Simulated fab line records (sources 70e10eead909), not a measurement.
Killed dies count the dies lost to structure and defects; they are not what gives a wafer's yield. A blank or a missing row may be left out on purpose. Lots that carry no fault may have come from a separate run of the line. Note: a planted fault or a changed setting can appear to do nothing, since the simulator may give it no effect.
fab line records    flow nand_harc
record: lots: 15  wafers: 45  last_day: 34
route steps=1302 shown P_STI@92 P_GATE@130
lots that met no fault: taken from a fault-free run of the same line
start_h: hours from the record's opening day to when the first of the lot's shown wafers began    wait_h: hours elapsed since this lot's preceding step    " the same as in the row above    L1.1+2: several wafers, shown together as one row    - no value, or no start given    * or withheld: withheld    < > ~ a bound
route shown NAME@n: names a module that has steps shown in the file, with the first one's number in the route    usual: average and standard deviation across the fault-free wafers    same: alike in all rows    chamber/n: place in a boat    sites: the reading at each site    _std_site: their standard deviation    _edge_site: outer sites' mean less inner sites'    radius_mm: for every site, how far away it sits from the centre of the wafer    mask NAME#n: copy n    behind: tool/chamber where the wafer was last shaped    hold: the reason the lot was held/the length of the hold in hours/how it ended    device: which transistor (n, p or np) failed to switch    end of line: the route-end tests of the same wafers    a step without rows: its recipe alone    killed: the dies lost at the first sort to structure and to defects; this is not the yield of the wafer    map: a wafer's dies, marking killed ones x, the rest . and places with no die _
set.NAME: the setting the step ran with; set.NAME@STEP: the setting that earlier step ran with    model.NAME: the simulator's own value behind a step, which no gauge read
a sample of lots followed through the steps of the route, with each step as a table and each wafer as a row
services: when a tool's chamber went out of use (start_h, in hours from the record's first day, below 0 if earlier), for how many hours, and the reason
== steps ==
step: NHARC_P_STI_OCD_MEAS_17
usual: trench_depth_nm: 300/4.5  trench_foot_cd_nm: 158.3/2.1
lot.wafer  tool    chamber  start_h  wait_h  trench_depth_nm  trench_foot_cd_nm
L136.2     ocd-02  -        44.64    0.1     298              156.9
L136.4     "       -        "        "       299              158.2
L136.5     "       -        "        "       302              154.1
L137.2     ocd-01  -        57.28    0.1     302              154.4
L137.4     "       -        "        "       298              155.1
L137.5     "       -        "        "       304              152.0
L138.1     ocd-01  -        65.16    0.1     301              155.4
L138.2     "       -        "        "       299              157.0
L138.6     "       -        "        "       298              159.7
L142.2     ocd-02  -        104.49   0.1     303              159.6
L142.4     "       -        "        "       290              161.0
L142.5     "       -        "        "       305              155.1
L143.2     ocd-02  -        114.31   0.1     305              152.9
L143.4     "       -        "        "       308              157.4
L143.5     "       -        "        "       299              156.9
L144.1     ocd-01  -        124.45   0.1     299              158.5
L144.3     "       -        "        "       309              157.1
L144.4     "       -        "        "       301              154.8
L145.2     ocd-01  -        135.01   0.1     306              159.1
L145.3     "       -        "        "       302              159.4
L145.4     "       -        "        "       307              157.1
L146.3     ocd-01  -        146.16   0.1     297              156.6
L146.4     "       -        "        "       309              158.5
L146.5     "       -        "        "       298              159.0
L148.3     ocd-01  -        166.39   0.1     300              161.0
L148.5     "       -        "        "       288              158.2
L148.6     "       -        "        "       297              157.4
L149.2     ocd-01  -        173.88   0.1     300              156.3
L149.4     "       -        "        "       305              158.0
L149.6     "       -        "        "       303              159.8
L151.3     ocd-02  -        195.44   0.1     298              157.7
L151.4     "       -        "        "       302              160.8
L151.6     "       -        "        "       304              158.8
L154.1     ocd-01  -        223.66   0.1     300              157.3
L154.4     "       -        "        "       290              160.9
L154.5     "       -        "        "       298              163.0
L155.2     ocd-02  -        234.31   0.1     300              161.5
L155.4     "       -        "        "       301              160.2
L155.5     "       -        "        "       298              161.3
L156.2     ocd-01  -        246.07   0.1     300              160.3
L156.4     "       -        "        "       302              158.9
L156.5     "       -        "        "       300              162.9
L159.1     ocd-02  -        273.91   0.1     297              160.4
L159.2     "       -        "        "       298              156.2
L159.5     "       -        "        "       296              156.5
step: NHARC_P_GATE_CVD_17
recipe: target_thk_a: 1500  temp_c: 620  time_s: 900  material: poly-Si
usual: run_length_s: 901.4/0.64  spike_tc_bottom_C: 640/3.5  spike_tc_lower_C: 620.6/1.5
lot.wafer  tool           chamber  start_h  wait_h  run_length_s  spike_tc_bottom_C  spike_tc_lower_C
L136.2     lpcvd_poly-02  0        92.64    2.5     902.3         641                621.7
L136.4     "              0        "        "       902.3         643                621.1
L136.5     "              0        "        "       902.3         641                620.2
L137.2     lpcvd_poly-01  0        103.70   2.6     900.3         637                617.7
L137.4     "              0        "        "       900.3         635                618.0
L137.5     "              0        "        "       900.3         635                618.5
L138.1     lpcvd_poly-02  0        111.89   2.5     902.3         638                620.8
L138.2     "              0        "        "       902.3         643                622.0
L138.6     "              0        "        "       902.3         641                620.6
L142.2     lpcvd_poly-01  0        153.54   2.6     900.5         637                618.3
L142.4     "              0        "        "       900.5         638                618.7
L142.5     "              0        "        "       900.5         635                618.1
L143.2     lpcvd_poly-02  0        160.49   2.5     902.5         642                622.1
L143.4     "              0        "        "       902.5         639                623.2
L143.5     "              0        "        "       902.5         641                621.3
L144.1     lpcvd_poly-04  0        175.40   2.7     901.2         644                620.9
L144.3     "              0        "        "       901.2         645                620.8
L144.4     "              0        "        "       901.2         645                621.3
L145.2     lpcvd_poly-02  0        183.18   2.5     901.9         641                623.7
L145.3     "              0        "        "       901.9         640                620.6
L145.4     "              0        "        "       901.9         641                621.2
L146.3     lpcvd_poly-02  0        190.78   2.5     901.6         642                620.9
L146.4     "              0        "        "       901.6         643                623.5
L146.5     "              0        "        "       901.6         641                621.8
L148.3     lpcvd_poly-04  0        214.53   2.7     901.1         643                620.4
L148.5     "              0        "        "       901.1         643                621.4
L148.6     "              0        "        "       901.1         644                621.0
L149.2     lpcvd_poly-04  0        219.03   2.7     900.9         648                621.5
L149.4     "              0        "        "       900.9         645                618.7
L149.6     "              0        "        "       900.9         645                621.5
L151.3     lpcvd_poly-01  0        241.05   2.6     900.9         634                619.1
L151.4     "              0        "        "       900.9         634                617.6
L151.6     "              0        "        "       900.9         635                619.2
L154.1     lpcvd_poly-02  -        267.45   2.5     -             -                  -
L154.4     "              -        "        "       -             -                  -
L154.5     "              -        "        "       -             -                  -
L155.2     lpcvd_poly-02  -        280.71   2.5     -             -                  -
L155.4     "              -        "        "       -             -                  -
L155.5     "              -        "        "       -             -                  -
L156.2     lpcvd_poly-02  -        294.63   2.5     -             -                  -
L156.4     "              -        "        "       -             -                  -
L156.5     "              -        "        "       -             -                  -
L159.1     lpcvd_poly-04  0        319.95   2.7     901.7         645                620.9
L159.2     "              0        "        "       901.7         646                620.5
L159.5     "              0        "        "       901.7         644                620.3
step: NHARC_P_GATE_ETCH_114
recipe: target_depth_a: 300  overetch_a: 30  time_s: 16.5  ion_energy_ev: 100  cf4_flow_sccm: 80  o2_flow_sccm: 20  ar_flow_sccm: 0  rf_w: 300  bias_w: 100  chemistry: CF4/O2
usual: drypump_motor_current_A: 5.7/0.33  mfc_ar_sccm: 0.004/0.0074  oes_product_au: 0.999/0.013  rf_fwd_power_W: 294.2/1.4  rf_vpp_V: 198.2/1.4  showerhead_plenum_p_Torr: 1.35/0.058  throttle_valve_pct: 13.399/0.0085
lot.wafer  tool         chamber  start_h  wait_h  drypump_motor_current_A  mfc_ar_sccm  oes_product_au  rf_fwd_power_W  rf_hours_counter_h  rf_vpp_V  showerhead_plenum_p_Torr  throttle_valve_pct
L136.2     rie_diel-09  0        -        -       5.6                      0            0.996           292.9           5.2                 198.9     1.43                      13.387
L136.4     "            1        "        "       6.0                      0.014        1.001           294.3           6.0                 196.5     1.33                      13.393
L136.5     "            0        "        "       5.6                      0            0.992           293.5           -                   199.2     1.43                      13.394
L137.4     rie_diel-10  0        -        -       6.0                      0            1.006           294.4           3.0                 200.4     1.41                      13.401
L137.2     "            3        "        "       5.6                      0            1.009           295.3           3.1                 197.5     1.27                      13.393
L137.5     "            0        "        "       6.0                      0            1.008           293.9           -                   197.7     1.41                      13.404
L138.1     rie_diel-10  3        -        -       5.6                      0            1.020           296.2           3.5                 197.7     1.27                      13.396
L138.2     "            1        "        "       5.5                      0            1.026           293.0           3.3                 199.0     1.40                      13.400
L138.6     "            3        "        "       5.6                      0            1.014           295.2           -                   198.0     1.27                      13.404
L142.2     rie_diel-09  3        -        -       5.5                      0            0.983           293.0           0.3                 198.4     1.35                      13.399
L142.4     "            2        "        "       6.4                      0.014        0.990           294.6           0.3                 198.1     1.27                      13.397
L142.5     "            3        "        "       5.5                      0            0.982           291.8           -                   195.9     1.35                      13.402
L143.2     rie_diel-10  3        -        -       5.6                      0            1.009           294.8           7.1                 196.2     1.27                      13.384
L143.4     "            2        "        "       5.4                      0            0.987           293.2           5.8                 197.5     1.32                      13.398
L143.5     "            0        "        "       6.0                      0            1.027           293.8           -                   200.5     1.41                      13.402
L144.3     rie_diel-10  0        -        -       6.0                      0            1.006           294.2           7.2                 200.1     1.41                      13.408
L144.1     "            1        "        "       5.5                      0            1.008           294.4           7.1                 198.9     1.40                      13.400
L144.4     "            2        "        "       5.4                      0            0.986           294.7           6.1                 196.4     1.32                      13.393
L145.4     rie_diel-10  2        -        -       5.4                      0            0.986           294.3           6.3                 198.3     1.32                      13.403
L145.2     "            3        "        "       5.6                      0            1.009           295.2           7.7                 197.2     1.27                      13.398
L145.3     "            0        "        "       6.0                      0            1.026           294.1           7.5                 198.5     1.41                      13.401
L146.3     rie_diel-10  1        -        -       5.5                      0            1.021           292.9           7.5                 197.2     1.40                      13.417
L146.4     "            2        "        "       5.4                      0            0.995           294.0           6.6                 198.1     1.32                      13.406
L146.5     "            2        "        "       5.4                      0            1.001           293.5           -                   196.3     1.32                      13.394
L148.3     rie_diel-01  1        -        -       5.3                      0            0.987           294.1           0.8                 197.5     1.28                      13.405
L148.5     "            2        "        "       6.0                      0.024        0.991           294.8           -                   197.6     1.40                      13.409
L148.6     "            3        "        "       6.3                      0            0.989           292.2           -                   198.6     1.37                      13.402
L149.2     rie_diel-09  3        -        -       5.6                      0            0.985           292.4           2.9                 195.9     1.35                      13.419
L149.4     "            2        "        "       6.4                      0.014        0.988           295.1           2.6                 196.3     1.27                      13.391
L149.6     "            3        "        "       5.6                      0            0.982           291.4           -                   198.4     1.35                      13.376
L151.3     rie_diel-09  1        -        -       6.0                      0.014        1.006           295.3           5.3                 197.1     1.32                      13.396
L151.4     "            2        "        "       6.4                      0.014        0.976           294.5           4.4                 198.1     1.27                      13.412
L151.6     "            3        "        "       5.6                      0            0.994           292.0           -                   198.5     1.35                      13.402
L154.1     rie_diel-01  3        -        -       6.2                      0            0.984           292.6           2.7                 200.7     1.37                      13.402
L154.4     "            2        "        "       6.0                      0.024        0.988           295.1           -                   200.4     1.40                      13.407
L154.5     "            3        "        "       6.3                      0            1.000           291.2           -                   198.9     1.37                      13.397
L155.4     rie_diel-01  3        -        -       6.3                      0            1.001           294.5           3.7                 198.8     1.37                      13.394
L155.2     "            1        "        "       5.3                      0            0.997           293.6           2.6                 197.2     1.28                      13.412
L155.5     "            3        "        "       6.3                      0            0.987           293.4           -                   198.0     1.37                      13.404
L156.2     rie_diel-10  0        -        -       6.0                      0            0.996           294.1           3.4                 200.8     1.41                      13.402
L156.4     "            1        "        "       5.5                      0            1.005           295.8           3.1                 198.2     1.40                      13.396
L156.5     "            3        "        "       5.6                      0            1.003           296.8           -                   196.2     1.27                      13.392
L159.1     rie_diel-01  2        -        -       6.0                      0.024        0.982           296.6           6.7                 199.3     1.40                      13.397
L159.2     "            3        "        "       6.3                      0            0.996           292.9           6.7                 197.8     1.37                      13.401
L159.5     "            2        "        "       6.0                      0.024        0.990           294.8           -                   199.9     1.40                      13.397
step: NHARC_P_GATE_ALD_36
recipe: target_thk_a: 200  pulse_time_s: 60  ald_cycles: 223  temp_c: 400  material: SiNx
usual: heater_power_w: 857/100  precursor_pulse_height_rel: 1.001/0.019
lot.wafer  tool        chamber  start_h  wait_h  heater_power_w  precursor_pulse_height_rel
L136.4     ald_sin-01  1        99.73    -       899             0.975
L136.2     "           3        101.86   -       805             0.991
L136.5     "           0        102.92   -       744             1.036
L137.2     ald_sin-02  2        112.18   -       923             0.995
L137.4     "           0        114.30   -       685             0.996
L137.5     "           1        115.35   -       897             0.990
L138.2     ald_sin-04  0        120.52   -       875             1.019
L138.1     "           2        122.65   -       996             0.996
L138.6     "           3        123.72   -       717             1.017
L142.2     ald_sin-01  3        162.03   -       809             1.023
L142.4     "           2        165.15   -       989             1.006
L142.5     "           3        166.19   -       798             0.985
L143.4     ald_sin-02  1        167.80   -       887             1.015
L143.2     "           3        169.95   -       897             1.009
L143.5     "           2        173.17   -       964             0.996
L144.4     ald_sin-04  0        180.81   -       873             0.981
L144.1     "           1        181.84   -       951             0.987
L144.3     "           3        183.91   -       708             0.991
L145.2     ald_sin-01  1        190.58   -       929             0.996
L145.3     "           2        191.99   -       991             0.956
L145.4     "           1        194.80   -       924             0.990
L146.3     ald_sin-02  0        201.30   -       679             0.996
L146.4     "           2        203.44   -       967             1.055
L146.5     "           1        206.65   -       891             1.018
L148.3     ald_sin-02  0        220.98   -       683             0.979
L148.5     "           3        224.14   -       913             1.017
L148.6     "           0        225.20   -       694             0.964
L149.2     ald_sin-04  0        224.40   -       879             1.009
L149.4     "           3        227.61   -       727             0.960
L149.6     "           0        228.68   -       861             1.007
L151.3     ald_sin-02  2        248.52   -       971             1.009
L151.4     "           3        249.58   -       899             1.007
L151.6     "           0        250.63   -       708             1.006
L154.1     ald_sin-02  1        275.46   -       873             1.001
L154.4     "           2        276.52   -       925             0.994
L154.5     "           3        277.58   -       915             1.008
L155.2     ald_sin-01  3        287.82   -       746             1.046
L155.4     "           1        289.92   -       871             1.025
L155.5     "           3        292.02   -       750             1.025
L156.2     ald_sin-04  1        306.71   -       1039            0.978
L156.4     "           2        307.76   -       962             0.967
L156.5     "           3        308.81   -       745             1.006
L159.2     ald_sin-04  2        331.34   -       973             1.009
L159.1     "           3        332.41   -       755             0.993
L159.5     "           1        334.55   -       1060            0.990
== services ==
tool           chamber  start_h  hours  kind
lpcvd_poly-04  -        69.00    26.0   pm
rie_diel-01    -        70.52    0.4    repair
ald_sin-04     -        80.60    10.0   pm
rie_diel-01    1        81.26    4.6    repair
rie_diel-09    0        85.69    2.9    repair
rie_diel-09    1        93.88    1.3    repair
rie_diel-01    1        96.31    14.8   repair
rie_diel-09    2        97.91    3.2    repair
rie_diel-10    2        115.16   7.7    repair
ald_sin-04     2        128.85   16.4   repair
ald_sin-04     -        129.00   2.2    repair
ald_sin-04     -        133.32   0.2    repair
rie_diel-09    -        143.10   9.0    pm
rie_diel-09    -        156.95   0.8    repair
ald_sin-04     3        157.45   7.8    repair
ald_sin-04     -        169.14   3.3    repair
rie_diel-01    3        181.54   1.6    repair
lpcvd_poly-02  -        206.00   26.0   pm
ald_sin-04     1        215.73   6.6    repair
lpcvd_poly-02  -        232.51   28.2   repair
ald_sin-04     1        237.42   2.7    repair
rie_diel-10    -        242.56   9.0    pm
ald_sin-04     -        258.60   10.0   pm
ald_sin-02     -        296.00   10.0   pm
== key ==
first_sign: step: NHARC_P_GATE_CVD_17  reading: tool_record  direction: missing
effect none on later readings
met_at NHARC_P_GATE_CVD_17
struck_lots L154,L155,L156
later_rows_left_out L154.1,L154.4,L154.5,L155.2,L155.4,L155.5,L156.2,L156.4,L156.5
sort_left_out L154.1,L154.4,L154.5,L155.2,L155.4,L155.5,L156.2,L156.4,L156.5
tester_left_out L154,L155,L156
not_acting_at NHARC_P_STI_OCD_MEAS_17,NHARC_P_GATE_ETCH_114,NHARC_P_GATE_ALD_36
onset_between 190.78 267.45
fault: kind: skipped_step_whole  tool: lpcvd_poly-02  chamber: -  onset_h: 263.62  steps: NHARC_P_GATE_CVD_17  scope: struck_lots_only
tester_left_out: of these lots the tester's yield and bins aren't shown, on N5 and GAA mostly nor the transistor test; their killed dies are dies lost to structure and defects alone, not to doping, threshold or leakage, so they don't give the yield
sort_left_out: the simulated sort isn't trusted on such a fault, so these wafers' sort isn't shown, and their yield isn't known
later_rows_left_out: the simulator's readings of these wafers behind a module that went badly wrong aren't trusted and aren't shown, but for the sort
